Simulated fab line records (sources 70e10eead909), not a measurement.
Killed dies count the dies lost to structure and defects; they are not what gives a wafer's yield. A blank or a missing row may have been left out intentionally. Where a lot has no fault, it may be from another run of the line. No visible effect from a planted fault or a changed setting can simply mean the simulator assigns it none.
Which tool did it? | flow nandHarc | 42 wafers from 14 lots sampled at 5 of the route's 1159 steps

WHAT EACH GAUGE READ, for each wafer
NHARC_A_BLC_INSPECT_28.
lot  | measured     | on               | rawDefectCount
L622 | day 17 15:59 | defectInspect-01 | 412 418 332
L625 | day 17 21:03 | defectInspect-01 | 348 393 504
L624 | day 17 22:22 | defectInspect-02 | 543 337 658
L621 | day 17 22:50 | defectInspect-01 | 344 381 340
L635 | day 20 19:31 | defectInspect-01 | 389 371 341
L637 | day 20 22:02 | defectInspect-02 | 673 392 360
L634 | day 21 01:04 | defectInspect-01 | 421 351 340
L638 | day 21 22:59 | defectInspect-02 | 322 405 328
L639 | day 22 03:30 | defectInspect-01 | 480 391 370
L640 | day 22 03:43 | defectInspect-02 | 500 425 563
L643 | day 22 17:46 | defectInspect-02 | 291 289 281
L641 | day 22 23:17 | defectInspect-02 | 336 641 529
L642 | day 23 03:08 | defectInspect-01 | 427 726 601
L644 | day 23 20:52 | defectInspect-02 | 600 462 590

EACH LOT AND THE TOOL THAT RAN IT (in order: tool; ch and the chambers of the sampled wafers; start)
lot  | NHARC_A_CONTACT_ETCH_136           | NHARC_A_BLC_ETCH_18                          | NHARC_A_BLC_CVD_24           | NHARC_A_BLC_CMP_25
L622 | harCapEtch-02 ch 0,1, day 17 05:09 | rieDiel-12 ch 0,2,3, day 17 15:07 or earlier | cvdW-02 ch 0,1, day 17 15:07 | cmp-02 ch 0,1,3, day 17 15:38
L625 | harCapEtch-03 ch 1, day 17 11:12   | rieDiel-02 ch 1,2,3, day 17 19:28 or earlier | cvdW-02 ch 0, day 17 19:28   | cmp-02 ch 0,2,3, day 17 20:40
L624 | harCapEtch-03 ch 0,1, day 17 13:47 | rieDiel-02 ch 1,2, day 17 20:41 or earlier   | cvdW-02 ch 0,1, day 17 20:41 | cmp-01 ch 0,3, day 17 21:58
L621 | harCapEtch-02 ch 0,1, day 17 14:46 | rieDiel-04 ch 0,2, day 17 21:28 or earlier   | cvdW-01 ch 0, day 17 21:28   | cmp-01 ch 0,1,2, day 17 22:29
L635 | harCapEtch-02 ch 0,1, day 20 11:00 | rieDiel-02 ch 1,2, day 20 18:35 or earlier   | cvdW-01 ch 0,1, day 20 18:35 | cmp-04 ch 0,1,3, day 20 19:08
L637 | harCapEtch-03 ch 0,1, day 20 12:29 | rieDiel-02 ch 0,1,2, day 20 20:40 or earlier | cvdW-02 ch 0, day 20 20:40   | cmp-01 ch 0,1,3, day 20 21:38
L634 | harCapEtch-01 ch 0,1, day 20 17:24 | rieDiel-02 ch 0,1,3, day 21 00:07 or earlier | cvdW-02 ch 0, day 21 00:07   | cmp-02 ch 1,2, day 21 00:40
L638 | harCapEtch-02 ch 0,1, day 21 03:20 | rieDiel-02 ch 0,1,2, day 21 22:07 or earlier | cvdW-01 ch 0,1, day 21 22:07 | cmp-02 ch 1,2,3, day 21 22:35
L639 | harCapEtch-02 ch 0,1, day 21 15:32 | rieDiel-04 ch 0,1, day 22 02:43 or earlier   | cvdW-02 ch 0,1, day 22 02:43 | cmp-02 ch 0,1,2, day 22 03:07
L640 | harCapEtch-03 ch 0,1, day 21 16:10 | rieDiel-04 ch 1,3, day 22 02:47 or earlier   | cvdW-01 ch 0,1, day 22 02:47 | cmp-04 ch 1,2, day 22 03:18
L643 | harCapEtch-03 ch 0,1, day 22 06:34 | rieDiel-02 ch 0,1,3, day 22 16:59 or earlier | cvdW-02 ch 0,1, day 22 16:59 | cmp-04 ch 0,2, day 22 17:23
L641 | harCapEtch-02 ch 0,1, day 22 10:19 | rieDiel-04 ch 0,2,3, day 22 22:21 or earlier | cvdW-02 ch 0,1, day 22 22:21 | cmp-01 ch 0,2,3, day 22 22:53
L642 | harCapEtch-03 ch 0,1, day 22 16:09 | rieDiel-04 ch 2,3, day 23 02:20 or earlier   | cvdW-02 ch 0,1, day 23 02:20 | cmp-04 ch 0,1,2, day 23 02:47
L644 | harCapEtch-02 ch 0,1, day 23 12:54 | rieDiel-02 ch 0,2,3, day 23 20:02 or earlier | cvdW-02 ch 0,1, day 23 20:02 | cmp-02 ch 0,1,3, day 23 20:29
- NHARC_A_CONTACT_ETCH_136: etches the open film in C4F8/O2/Ar, time 132 s, target depth 1287 nm.
- NHARC_A_BLC_ETCH_18: etches the open film in C4F8/O2/Ar, target depth 910 nm.
- NHARC_A_BLC_CVD_24: deposits W, target thk 150 nm, time 434 s.
- NHARC_A_BLC_CMP_25: polishes, t overpolish 30 s, target thk 150 nm.

WHAT THE TOOLS THEMSELVES READ (means of the sampled wafers that have a number; where no wafer has one, the mark that the record gives instead)
NHARC_A_BLC_ETCH_18.
lot  | tool       | oesProductAu (a.u.) | rfVppV (V)
L622 | rieDiel-12 | 0.934               | 983
L625 | rieDiel-02 | 0.965               | 981
L624 | rieDiel-02 | 0.970               | 983
L621 | rieDiel-04 | 0.972               | 969
L635 | rieDiel-02 | 0.913               | 979
L637 | rieDiel-02 | 0.915               | 983
L634 | rieDiel-02 | 0.920               | 984
L638 | rieDiel-02 | 0.913               | 983
L639 | rieDiel-04 | 0.963               | 972
L640 | rieDiel-04 | 0.963               | 974
L643 | rieDiel-02 | 0.959               | 985
L641 | rieDiel-04 | 0.978               | 969
L642 | rieDiel-04 | 0.964               | 970
L644 | rieDiel-02 | 0.955               | 980

NHARC_A_BLC_CVD_24.
lot  | tool    | chamberPressureTorr (Torr) | heaterPowerW (W) | throttleValvePct (%)
L622 | cvdW-02 | 39.93                      | 468              | 7.74
L625 | cvdW-02 | 40.02                      | 423              | 8.24
L624 | cvdW-02 | 39.95                      | 446              | 8.02
L621 | cvdW-01 | 39.98                      | 509              | 7.95
L635 | cvdW-01 | 39.91                      | 494              | 8.38
L637 | cvdW-02 | 39.97                      | 427              | 8.34
L634 | cvdW-02 | 39.95                      | 425              | 8.42
L638 | cvdW-01 | 40.05                      | 465              | 8.04
L639 | cvdW-02 | 39.98                      | 472              | 7.88
L640 | cvdW-01 | 40.01                      | 482              | 7.98
L643 | cvdW-02 | 39.93                      | 451              | 8.21
L641 | cvdW-02 | 39.97                      | 472              | 7.95
L642 | cvdW-02 | 40.05                      | 472              | 8.05
L644 | cvdW-02 | 39.96                      | 486              | 7.98

NHARC_A_BLC_CMP_25.
lot  | tool   | motorCurrentA (A) | overpolishRunS (s) | retainingRingPressureFrac | timeToEndpointS (s)
L622 | cmp-02 | 10.5              | 30.003             | 1.002                     | 29.1
L625 | cmp-02 | 11.3              | 30.002             | 1.001                     | 59.1
L624 | cmp-01 | 11.3              | 30.007             | 1.000                     | 58.1
L621 | cmp-01 | 11.8              | 29.997             | 1.004                     | 27.0
L635 | cmp-04 | 11.0              | 29.994             | 0.998                     | 29.8
L637 | cmp-01 | 11.0              | 30.006             | 1.000                     | 33.0
L634 | cmp-02 | 11.3              | 29.995             | 1.003                     | 28.8
L638 | cmp-02 | 11.3              | 30.000             | 0.997                     | 27.9
L639 | cmp-02 | 11.2              | 30.000             | 0.992                     | 29.4
L640 | cmp-04 | 13.0              | 30.007             | 0.999                     | 29.6
L643 | cmp-04 | 12.5              | 30.007             | 0.999                     | 28.7
L641 | cmp-01 | 12.1              | 29.998             | 1.000                     | 29.1
L642 | cmp-04 | 11.8              | 30.005             | 0.999                     | 27.0
L644 | cmp-02 | 10.5              | 30.002             | 1.000                     | 29.5

THE ANSWER, worked out from the rows above alone
Rule: usual is defined by the lots themselves. Put in order of their means at a reading, lots are off if they are a third of the lots or fewer, leave a main group of 4 or more, and stand apart from it by a gap of 3 or more times the standard deviation of the main group's means; of several such gaps the widest counts. The tables above print the reading to a certain number of digits; a main group whose means all agree to those digits is not used. Also off: a lot with no number at a reading for which 4 or more lots have one. Where the step has rows for the other lots, those lots are counted as sound. Order of review: gauges by route order, followed by the tools' own readings, for which a lot's mean as printed above is used. At the first step where some lot is off, the reading lying furthest off is the one used; lots without a number count as furthest.
Off at NHARC_A_BLC_CMP_25 (timeToEndpointS): L625, L624. The main group has a mean of 29.1 s with a standard deviation of 1.5.
A tool fits if, at that step or a process step before it, it ran every lot that is off, and no sound lot after the first of them. Because NHARC_A_BLC_ETCH_18 lacks a start for some lots, the hours and order of its lots are taken from NHARC_A_BLC_CVD_24. Of those tried, none fits.

WHAT THE SIMULATOR PUT IN
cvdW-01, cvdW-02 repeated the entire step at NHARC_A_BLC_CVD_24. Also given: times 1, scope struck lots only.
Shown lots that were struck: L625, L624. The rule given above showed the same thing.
